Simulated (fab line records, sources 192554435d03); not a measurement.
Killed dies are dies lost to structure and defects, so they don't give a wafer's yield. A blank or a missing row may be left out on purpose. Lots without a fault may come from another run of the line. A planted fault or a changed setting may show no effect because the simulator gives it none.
Which tool did it? | flow n5_finfet | 12 lots, 36 wafers sampled, at 2 steps of a route of 1938

WHAT THE GAUGES READ, wafer by wafer
N5_FIN_CUT_OVL_MEAS_09.
lot  | measured    | on         | FIN_CUT_OVL (nm)
L075 | day 2 08:43 | overlay-01 | 0.5 -0.4 0.4
L077 | day 2 22:38 | overlay-02 | 1.0 -0.3 -0.3
L079 | day 3 11:17 | overlay-01 | 0.6 -0.2 0.4
L081 | day 3 21:49 | overlay-01 | -0.2 0.1 1.2
L083 | day 4 08:30 | overlay-01 | 1.1 0.5 -0.3
L085 | day 4 20:53 | overlay-02 | -0.5 -0.5 -0.4
L087 | day 5 13:33 | overlay-01 | -0.7 -0.9 -1.2
L089 | day 5 21:07 | overlay-02 | -0.4 -0.5 -0.7
L091 | day 6 08:16 | overlay-02 | -1.1 -0.4 0.2
L093 | day 6 19:58 | overlay-02 | 1.0 0.6 0.0
L095 | day 7 09:25 | overlay-01 | -0.3 1.6 0.1
L097 | day 7 20:40 | overlay-02 | 0.9 1.1 0.7

WHICH TOOL RAN EACH LOT (tool, then ch and the chambers of the sampled wafers, then the start)
lot  | N5_FIN_SAQP_HM_CD_35
L075 | cd_sem-02, day 2 08:03
L077 | cd_sem-02, day 2 21:50
L079 | cd_sem-01, day 3 10:30
L081 | cd_sem-02, day 3 21:00
L083 | cd_sem-02, day 4 07:43
L085 | cd_sem-01, day 4 20:14
L087 | cd_sem-02, day 5 12:46
L089 | cd_sem-02, day 5 20:20
L091 | cd_sem-02, day 6 07:37
L093 | cd_sem-02, day 6 19:10
L095 | cd_sem-02, day 7 08:38
L097 | cd_sem-03, day 7 19:53
- N5_FIN_SAQP_HM_CD_35: target cd 8 nm.

THE ANSWER, worked out from the rows above alone
Rule: what is usual is taken from the lots themselves. Put in order of their means at a reading, lots are off if they are a third of the lots or fewer, leave a main group of 4 or more, and stand apart from it by a gap of 3 or more times the standard deviation of the main group's means; of several such gaps the widest counts. A main group whose means are all the same, to the digits that the tables above print for the reading, isn't used. A lot without any number at a reading at which 4 lots or more have one is off too. The other lots that the step has rows for count as sound.
No lot is off at any reading shown: from this, nothing can be told.

WHAT THE SIMULATOR HAD PUT IN
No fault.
